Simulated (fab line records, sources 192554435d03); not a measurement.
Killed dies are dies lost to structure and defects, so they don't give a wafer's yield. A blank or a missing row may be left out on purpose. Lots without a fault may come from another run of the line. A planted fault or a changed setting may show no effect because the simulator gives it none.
Which tool did it? | flow n5_finfet | 24 lots, 72 wafers sampled, at 6 steps of a route of 1938

WHAT THE GAUGES READ, wafer by wafer
N5_BEOL_M2_RS_MEAS_58: measures by four-point-probe.
lot  | measured     | on            | M2_RS (ohm/sq)
L074 | day 7 01:10  | film_metro-02 | 0.63 0.69 0.64
L075 | day 7 03:12  | film_metro-01 | 0.63 0.69 0.63
L077 | day 7 12:00  | film_metro-02 | 0.68 0.64 0.68
L076 | day 7 13:22  | film_metro-01 | 0.63 0.63 0.68
L078 | day 7 21:56  | film_metro-02 | 0.72 0.68 0.63
L079 | day 8 22:44  | film_metro-02 | 0.74 0.73 0.72
L080 | day 9 08:50  | film_metro-02 | 0.66 0.67 0.68
L082 | day 9 11:22  | film_metro-01 | 0.68 0.62 0.65
L081 | day 9 12:37  | film_metro-02 | 0.65 0.70 0.68
L083 | day 9 16:25  | film_metro-01 | 0.69 0.73 0.65
L084 | day 9 22:05  | film_metro-02 | 0.65 0.67 0.67
L086 | day 10 04:04 | film_metro-02 | 0.60 0.61 0.58
L085 | day 10 05:54 | film_metro-02 | 0.68 0.71 0.66
L088 | day 10 16:43 | film_metro-01 | 0.62 0.60 0.59
L087 | day 10 19:10 | film_metro-02 | 0.63 0.70 0.59
L089 | day 10 21:54 | film_metro-02 | 0.71 0.68 0.69
L090 | day 11 04:28 | film_metro-02 | 0.68 0.69 0.67
L091 | day 11 06:17 | film_metro-01 | 0.66 0.58 0.65
L092 | day 11 12:17 | film_metro-01 | 0.64 0.62 0.62
L093 | day 12 01:55 | film_metro-02 | 0.63 0.66 0.60
L094 | day 12 14:35 | film_metro-01 | 0.68 0.64 0.64
L095 | day 12 22:46 | film_metro-02 | 0.61 0.69 0.59
L097 | day 13 04:19 | film_metro-01 | 0.75 0.74 0.67
L096 | day 13 04:57 | film_metro-01 | 0.72 0.66 0.70

WHICH TOOL RAN EACH LOT (tool, then ch and the chambers of the sampled wafers, then the start)
lot  | N5_BEOL_M2_ETCH_69                 | N5_BEOL_M2_ETCH_41                            | N5_BEOL_M2_PRE_CLEAN_45      | N5_BEOL_M2_SURFACE_TREAT_85  | N5_BEOL_M2_ANNEAL_80
L074 | rie_diel-01 ch 0,2,3, day 6 17:29  | rie_diel-04 ch 0,2,3, day 6 21:51 or earlier  | pvd_sputter-02, day 6 21:51  | pvd_sputter-01, day 6 22:08  | pvd_sputter-03, day 6 22:40
L075 | rie_diel-01 ch 0,1,3, day 6 21:11  | rie_diel-06 ch 0,1,3, day 6 22:20 or earlier  | pvd_sputter-03, day 6 22:20  | pvd_sputter-02, day 6 22:40  | pvd_sputter-03, day 7 00:31
L077 | rie_diel-01 ch 1,2, day 7 05:46    | rie_diel-01 ch 0,3, day 7 08:14 or earlier    | pvd_sputter-01, day 7 08:14  | pvd_sputter-03, day 7 08:38  | pvd_sputter-03, day 7 09:25
L076 | rie_diel-04 ch 0,2,3, day 7 05:53  | rie_diel-01 ch 0,1, day 7 09:38 or earlier    | pvd_sputter-02, day 7 09:38  | pvd_sputter-02, day 7 10:12  | pvd_sputter-02, day 7 10:52
L078 | rie_diel-06 ch 0,2,3, day 7 15:43  | rie_diel-04 ch 1,2,3, day 7 18:35 or earlier  | pvd_sputter-01, day 7 18:35  | pvd_sputter-03, day 7 18:53  | pvd_sputter-03, day 7 19:25
L079 | rie_diel-06 ch 0,2,3, day 8 01:03  | rie_diel-04 ch 2,3, day 8 17:28 or earlier    | pvd_sputter-02, day 8 17:28  | pvd_sputter-02, day 8 18:04  | pvd_sputter-01, day 8 20:13
L080 | rie_diel-04 ch 0,1,3, day 8 09:22  | rie_diel-04 ch 0,1, day 9 05:12 or earlier    | pvd_sputter-01, day 9 05:12  | pvd_sputter-01, day 9 05:35  | pvd_sputter-01, day 9 06:14
L082 | rie_diel-04 ch 0,2, day 8 23:04    | rie_diel-06 ch 1,2,3, day 9 07:49 or earlier  | pvd_sputter-01, day 9 07:49  | pvd_sputter-01, day 9 08:07  | pvd_sputter-02, day 9 08:50
L081 | rie_diel-04 ch 0,2, day 9 03:35    | rie_diel-01 ch 0,2,3, day 9 08:44 or earlier  | pvd_sputter-01, day 9 08:44  | pvd_sputter-01, day 9 09:22  | pvd_sputter-01, day 9 10:01
L083 | rie_diel-04 ch 0,2,3, day 9 09:32  | rie_diel-04 ch 0,3, day 9 12:59 or earlier    | pvd_sputter-02, day 9 12:59  | pvd_sputter-02, day 9 13:19  | pvd_sputter-02, day 9 13:51
L084 | rie_diel-04 ch 0,2,3, day 9 09:47  | rie_diel-04 ch 0,3, day 9 18:16 or earlier    | pvd_sputter-03, day 9 18:16  | pvd_sputter-03, day 9 18:35  | pvd_sputter-03, day 9 19:23
L086 | rie_diel-06 ch 1,3, day 9 17:47    | rie_diel-04 ch 1,3, day 10 00:36 or earlier   | pvd_sputter-03, day 10 00:36 | pvd_sputter-02, day 10 00:55 | pvd_sputter-02, day 10 01:31
L085 | rie_diel-06 ch 0,2, day 9 19:26    | rie_diel-01 ch 0,2, day 10 00:41 or earlier   | pvd_sputter-03, day 10 00:41 | pvd_sputter-02, day 10 00:59 | pvd_sputter-02, day 10 03:21
L088 | rie_diel-06 ch 0,1, day 10 02:49   | rie_diel-06 ch 1,2,3, day 10 11:32 or earlier | pvd_sputter-01, day 10 11:32 | pvd_sputter-01, day 10 11:56 | pvd_sputter-01, day 10 14:11
L087 | rie_diel-01 ch 0,2, day 10 06:40   | rie_diel-04 ch 1,2,3, day 10 15:46 or earlier | pvd_sputter-03, day 10 15:46 | pvd_sputter-01, day 10 16:04 | pvd_sputter-02, day 10 16:37
L089 | rie_diel-01 ch 0,2,3, day 10 09:50 | rie_diel-04 ch 0,2, day 10 18:28 or earlier   | pvd_sputter-02, day 10 18:28 | pvd_sputter-01, day 10 18:47 | pvd_sputter-01, day 10 19:19
L090 | rie_diel-06 ch 0,1,2, day 10 12:23 | rie_diel-04 ch 2,3, day 10 23:53 or earlier   | pvd_sputter-03, day 10 23:53 | pvd_sputter-02, day 11 00:32 | pvd_sputter-01, day 11 01:57
L091 | rie_diel-01 ch 0,2, day 10 16:20   | rie_diel-06 ch 0,1,2, day 11 00:04 or earlier | pvd_sputter-02, day 11 00:04 | pvd_sputter-01, day 11 01:37 | pvd_sputter-01, day 11 03:47
L092 | rie_diel-04 ch 0,3, day 10 20:49   | rie_diel-01 ch 0,3, day 11 08:53 or earlier   | pvd_sputter-01, day 11 08:53 | pvd_sputter-01, day 11 09:11 | pvd_sputter-01, day 11 09:46
L093 | rie_diel-01 ch 0,1, day 11 18:34   | rie_diel-01 ch 0,1, day 11 22:04 or earlier   | pvd_sputter-03, day 11 22:04 | pvd_sputter-02, day 11 22:32 | pvd_sputter-01, day 11 23:07
L094 | rie_diel-06 ch 0,2, day 12 05:52   | rie_diel-06 ch 0,3, day 12 10:58 or earlier   | pvd_sputter-01, day 12 10:58 | pvd_sputter-02, day 12 11:18 | pvd_sputter-01, day 12 12:02
L095 | rie_diel-01 ch 0,2,3, day 12 11:56 | rie_diel-04 ch 1,2,3, day 12 17:23 or earlier | pvd_sputter-01, day 12 17:23 | pvd_sputter-01, day 12 17:49 | pvd_sputter-01, day 12 20:10
L097 | rie_diel-01 ch 1,2,3, day 12 13:53 | rie_diel-04 ch 0,2,3, day 13 00:54 or earlier | pvd_sputter-01, day 13 00:54 | pvd_sputter-02, day 13 01:13 | pvd_sputter-01, day 13 01:47
L096 | rie_diel-04 ch 0,3, day 12 18:46   | rie_diel-06 ch 1,2,3, day 13 01:01 or earlier | pvd_sputter-03, day 13 01:01 | pvd_sputter-03, day 13 01:32 | pvd_sputter-02, day 13 02:09
- N5_BEOL_M2_ETCH_69: etches SiARC in CF4, target depth 15.6 nm, time 26 s.
- N5_BEOL_M2_ETCH_41: etches SiCN in CH3F/O2, target depth 29.9 nm, time 52.5 s.
- N5_BEOL_M2_PRE_CLEAN_45: time 30 s.
- N5_BEOL_M2_SURFACE_TREAT_85
- N5_BEOL_M2_ANNEAL_80: time 240 s.

WHAT THE TOOLS THEMSELVES READ (means of the sampled wafers that have a number; where no wafer has one, the mark that the record gives instead)
N5_BEOL_M2_ETCH_69.
lot  | tool        | bias_w (W) | cf4_flow_sccm (sccm) | drypump_motor_current_A (A) | etch_rf_on_time_s (s) | oes_product_au (a.u.) | rf_vpp_V (V) | showerhead_plenum_p_Torr (Torr) | throttle_valve_pct (%)
L074 | rie_diel-01 | 35.99      | 100.1                | 5.7                         | 25.7                  | 0.70                  | 183.4        | 2.15                            | 15.50
L075 | rie_diel-01 | 36.02      | 100.0                | 5.5                         | 25.6                  | 0.64                  | 183.9        | 2.15                            | 15.71
L077 | rie_diel-01 | 36.11      | 100.0                | 5.5                         | 25.2                  | 0.72                  | 183.3        | 2.09                            | 15.54
L076 | rie_diel-04 | 36.00      | 99.9                 | 5.7                         | 26.5                  | 0.67                  | 183.7        | 2.10                            | 15.47
L078 | rie_diel-06 | 35.92      | 100.1                | 5.4                         | 25.0                  | 0.71                  | 184.2        | 2.17                            | 15.49
L079 | rie_diel-06 | 35.99      | 100.0                | 5.4                         | 25.5                  | 0.70                  | 183.9        | 2.16                            | 15.51
L080 | rie_diel-04 | 36.02      | 99.9                 | 5.6                         | 26.1                  | 0.64                  | 183.3        | 2.11                            | 15.64
L082 | rie_diel-04 | 36.02      | 99.8                 | 6.0                         | 26.6                  | 0.63                  | 183.3        | 2.11                            | 15.46
L081 | rie_diel-04 | 36.02      | 100.2                | 6.0                         | 26.5                  | 0.65                  | 184.7        | 2.10                            | 15.44
L083 | rie_diel-04 | 35.95      | 99.9                 | 5.7                         | 26.3                  | 0.66                  | 182.5        | 2.09                            | 15.51
L084 | rie_diel-04 | 36.08      | 99.8                 | 5.7                         | 26.6                  | 0.65                  | 183.0        | 2.09                            | 15.51
L086 | rie_diel-06 | 36.04      | 99.7                 | 5.4                         | 25.9                  | 0.73                  | 184.8        | 2.14                            | 15.54
L085 | rie_diel-06 | 36.04      | 99.9                 | 5.4                         | 25.2                  | 0.65                  | 184.6        | 2.20                            | 15.50
L088 | rie_diel-06 | 36.00      | 100.1                | 5.6                         | 25.7                  | 0.65                  | 185.3        | 2.22                            | 15.48
L087 | rie_diel-01 | 36.03      | 99.7                 | 5.5                         | 26.0                  | 0.71                  | 184.5        | 2.13                            | 15.44
L089 | rie_diel-01 | 36.02      | 99.9                 | 5.6                         | 25.7                  | 0.77                  | 184.7        | 2.14                            | 15.37
L090 | rie_diel-06 | 35.99      | 99.8                 | 5.8                         | 24.9                  | 0.70                  | 185.1        | 2.21                            | 15.48
L091 | rie_diel-01 | 35.94      | 99.8                 | 5.5                         | 26.1                  | 0.70                  | 183.7        | 2.13                            | 15.45
L092 | rie_diel-04 | 36.01      | 100.2                | 5.4                         | 25.9                  | 0.69                  | 183.8        | 2.06                            | 15.57
L093 | rie_diel-01 | 35.99      | 99.9                 | 5.3                         | 25.6                  | 0.77                  | 183.6        | 2.14                            | 15.50
L094 | rie_diel-06 | 36.01      | 100.1                | 5.4                         | 25.4                  | 0.63                  | 185.1        | 2.19                            | 15.54
L095 | rie_diel-01 | 36.19      | 99.8                 | 5.6                         | 25.6                  | 0.72                  | 184.8        | 2.13                            | 15.41
L097 | rie_diel-01 | 35.90      | 100.3                | 5.7                         | 25.7                  | 0.76                  | 183.7        | 2.08                            | 15.38
L096 | rie_diel-04 | 36.02      | 100.2                | 5.4                         | 26.3                  | 0.66                  | 182.7        | 2.06                            | 15.60

N5_BEOL_M2_ETCH_41.
lot  | tool        | CH3F_flow_sccm (sccm) | bias_w (W) | drypump_motor_current_A (A) | oes_product_au (a.u.) | rf_vpp_V (V) | showerhead_plenum_p_Torr (Torr) | throttle_valve_pct (%)
L074 | rie_diel-04 | 30.00                 | 74.90      | 5.7                         | 0.78                  | 295.6        | 1.96                            | 16.17
L075 | rie_diel-06 | 30.02                 | 75.18      | 5.5                         | 0.84                  | 298.3        | 2.05                            | 16.15
L077 | rie_diel-01 | 30.02                 | 75.07      | 5.5                         | 0.80                  | 299.4        | 2.05                            | 16.21
L076 | rie_diel-01 | 29.89                 | 75.24      | 5.2                         | 0.81                  | 298.4        | 2.05                            | 16.32
L078 | rie_diel-04 | 30.02                 | 75.18      | 5.6                         | 0.74                  | 296.9        | 2.00                            | 16.36
L079 | rie_diel-04 | 30.05                 | 74.95      | 5.4                         | 0.79                  | 296.4        | 1.95                            | 16.30
L080 | rie_diel-04 | 30.05                 | 75.18      | 5.8                         | 0.71                  | 297.2        | 2.02                            | 16.51
L082 | rie_diel-06 | 29.98                 | 74.82      | 5.7                         | 0.87                  | 297.4        | 2.03                            | 16.18
L081 | rie_diel-01 | 30.00                 | 75.05      | 5.7                         | 0.79                  | 297.4        | 1.99                            | 16.21
L083 | rie_diel-04 | 29.95                 | 74.87      | 5.7                         | 0.79                  | 295.7        | 1.94                            | 16.24
L084 | rie_diel-04 | 29.92                 | 74.97      | 5.4                         | 0.81                  | 295.9        | 1.94                            | 16.33
L086 | rie_diel-04 | 30.04                 | 75.27      | 5.6                         | 0.91                  | 296.9        | 2.02                            | 16.28
L085 | rie_diel-01 | 29.95                 | 74.76      | 5.3                         | 0.82                  | 298.3        | 2.04                            | 16.18
L088 | rie_diel-06 | 29.91                 | 74.83      | 5.7                         | 0.86                  | 298.3        | 2.02                            | 16.19
L087 | rie_diel-04 | 29.94                 | 74.90      | 5.7                         | 0.82                  | 297.6        | 1.99                            | 16.24
L089 | rie_diel-04 | 29.95                 | 74.97      | 6.0                         | 0.71                  | 297.0        | 1.96                            | 16.12
L090 | rie_diel-04 | 30.07                 | 74.94      | 5.4                         | 0.76                  | 295.9        | 1.95                            | 16.32
L091 | rie_diel-06 | 30.09                 | 74.84      | 5.8                         | 0.80                  | 299.0        | 2.06                            | 16.18
L092 | rie_diel-01 | 30.00                 | 74.99      | 5.8                         | 0.91                  | 297.3        | 1.99                            | 15.93
L093 | rie_diel-01 | 30.01                 | 74.99      | 5.3                         | 0.90                  | 296.9        | 2.00                            | 16.21
L094 | rie_diel-06 | 29.97                 | 75.03      | 5.1                         | 0.78                  | 296.2        | 1.98                            | 16.30
L095 | rie_diel-04 | 30.02                 | 74.97      | 5.7                         | 0.79                  | 297.5        | 1.98                            | 16.28
L097 | rie_diel-04 | 30.09                 | 75.08      | 5.7                         | 0.74                  | 296.3        | 1.94                            | 16.27
L096 | rie_diel-06 | 30.06                 | 74.95      | 5.7                         | 0.83                  | 298.2        | 2.02                            | 16.23

N5_BEOL_M2_PRE_CLEAN_45.
lot  | tool           | heater_power_w (W)
L074 | pvd_sputter-02 | 324
L075 | pvd_sputter-03 | 338
L077 | pvd_sputter-01 | 320
L076 | pvd_sputter-02 | 340
L078 | pvd_sputter-01 | 328
L079 | pvd_sputter-02 | 331
L080 | pvd_sputter-01 | 353
L082 | pvd_sputter-01 | 338
L081 | pvd_sputter-01 | 314
L083 | pvd_sputter-02 | 328
L084 | pvd_sputter-03 | 309
L086 | pvd_sputter-03 | 335
L085 | pvd_sputter-03 | 341
L088 | pvd_sputter-01 | 310
L087 | pvd_sputter-03 | 338
L089 | pvd_sputter-02 | 324
L090 | pvd_sputter-03 | 342
L091 | pvd_sputter-02 | 328
L092 | pvd_sputter-01 | 338
L093 | pvd_sputter-03 | 326
L094 | pvd_sputter-01 | 343
L095 | pvd_sputter-01 | 319
L097 | pvd_sputter-01 | 336
L096 | pvd_sputter-03 | 322

N5_BEOL_M2_ANNEAL_80.
lot  | tool           | heater_power_w (W)
L074 | pvd_sputter-03 | 854
L075 | pvd_sputter-03 | 829
L077 | pvd_sputter-03 | 820
L076 | pvd_sputter-02 | 833
L078 | pvd_sputter-03 | 828
L079 | pvd_sputter-01 | 795
L080 | pvd_sputter-01 | 784
L082 | pvd_sputter-02 | 828
L081 | pvd_sputter-01 | 850
L083 | pvd_sputter-02 | 814
L084 | pvd_sputter-03 | 854
L086 | pvd_sputter-02 | 846
L085 | pvd_sputter-02 | 843
L088 | pvd_sputter-01 | 830
L087 | pvd_sputter-02 | 805
L089 | pvd_sputter-01 | 868
L090 | pvd_sputter-01 | 881
L091 | pvd_sputter-01 | 803
L092 | pvd_sputter-01 | 828
L093 | pvd_sputter-01 | 848
L094 | pvd_sputter-01 | 819
L095 | pvd_sputter-01 | 796
L097 | pvd_sputter-01 | 778
L096 | pvd_sputter-02 | 818

THE ANSWER, worked out from the rows above alone
Rule: what is usual is taken from the lots themselves. Put in order of their means at a reading, lots are off if they are a third of the lots or fewer, leave a main group of 4 or more, and stand apart from it by a gap of 3 or more times the standard deviation of the main group's means; of several such gaps the widest counts. A main group whose means are all the same, to the digits that the tables above print for the reading, isn't used. A lot without any number at a reading at which 4 lots or more have one is off too. The other lots that the step has rows for count as sound. The gauges are gone through in route order, then the tools' own readings, and for those a lot's mean is taken as printed above. The first step at which some lot is off is used, and at that step the reading that is off furthest; a lot without a number counts as furthest.
No lot is off at any reading shown: from this, nothing can be told.

WHAT THE SIMULATOR HAD PUT IN
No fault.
